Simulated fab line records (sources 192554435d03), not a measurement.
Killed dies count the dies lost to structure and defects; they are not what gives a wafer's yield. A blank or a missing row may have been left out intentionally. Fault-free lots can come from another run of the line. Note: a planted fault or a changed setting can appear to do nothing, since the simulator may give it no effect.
Chamber matching    flow n5 finfet    3 sister chambers for N5_BEOL_M6_DEP_56 on pecvd-01
The step deposits SiCN from 3MS/NH3, target thk 10 nm, time 17.5 s. 20 wafers are shown with their chamber, then 10 later ones without.

EACH WAFER AND ITS CHAMBER
wafer   chamber  showerhead plenum p Torr (Torr)  throttle valve pct (%)
L081.1  1        3.658                            8.7
L081.2  2        3.670                            8.8
L081.4  0        3.667                            9.0
L079.1  0        3.654                            9.3
L079.5  2        3.670                            9.0
L079.6  1        3.666                            8.6
L082.2  1        3.657                            9.4
L082.3  0        3.664                            8.9
L082.4  2        3.669                            9.0
L084.3  0        3.659                            9.0
L084.4  0        3.659                            9.3
L084.6  1        3.664                            8.8
L085.1  0        3.668                            9.0
L085.3  1        3.664                            8.9
L085.5  0        3.660                            9.0
L087.2  2        3.681                            9.0
L087.5  2        3.673                            9.0
L087.6  1        3.661                            9.0
L088.1  1        3.661                            9.0
L088.4  2        3.676                            9.1

SIGNATURES (means of the wafers above)
reading                   chamber 0  chamber 1  chamber 2  scatter within a chamber
showerhead plenum p Torr  3.66157    3.66157    3.67317    0.00435
throttle valve pct        9.071      8.914      8.983      0.19
Rule: a wafer lies at a distance from a chamber equal to the root of the sum of squares, over the readings, of (its reading less the chamber's mean, divided by the reading's scatter). If the next closest chamber is less than 2 further off than the closest, the wafer can't be placed; otherwise it belongs to the closest. How the scatter is found: for the shown wafers, subtract from each reading the mean of its chamber, square and add these, divide the total by (wafers less chambers), then take the root.

WAFERS WHOSE CHAMBER IS MISSING
wafer   showerhead plenum p Torr (Torr)  throttle valve pct (%)
L088.5  3.662                            8.9
L093.3  3.661                            9.0
L093.5  3.664                            9.1
L093.6  3.676                            8.8
L092.1  3.661                            8.8
L092.2  3.678                            9.0
L092.5  3.656                            9.0
L097.2  3.681                            9.0
L097.3  3.671                            9.1
L097.6  3.678                            8.9

WHICH CHAMBER EACH WENT THROUGH
wafer   from the rows above           in truth
L088.5  can't be placed: 1 or 0       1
L093.3  can't be placed: 0 or 1       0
L093.5  can't be placed: 0 or 1 or 2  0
L093.6  2                             2
L092.1  can't be placed: 1 or 0       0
L092.2  2                             2
L092.5  can't be placed: 0 or 1       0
L097.2  2                             2
L097.3  can't be placed: 2 or 0 or 1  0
L097.6  2                             2
Placed correctly: 4 of 10. Can't be placed from these rows: 6 (the true chamber is among the candidates in 6). Placed wrongly: 0.
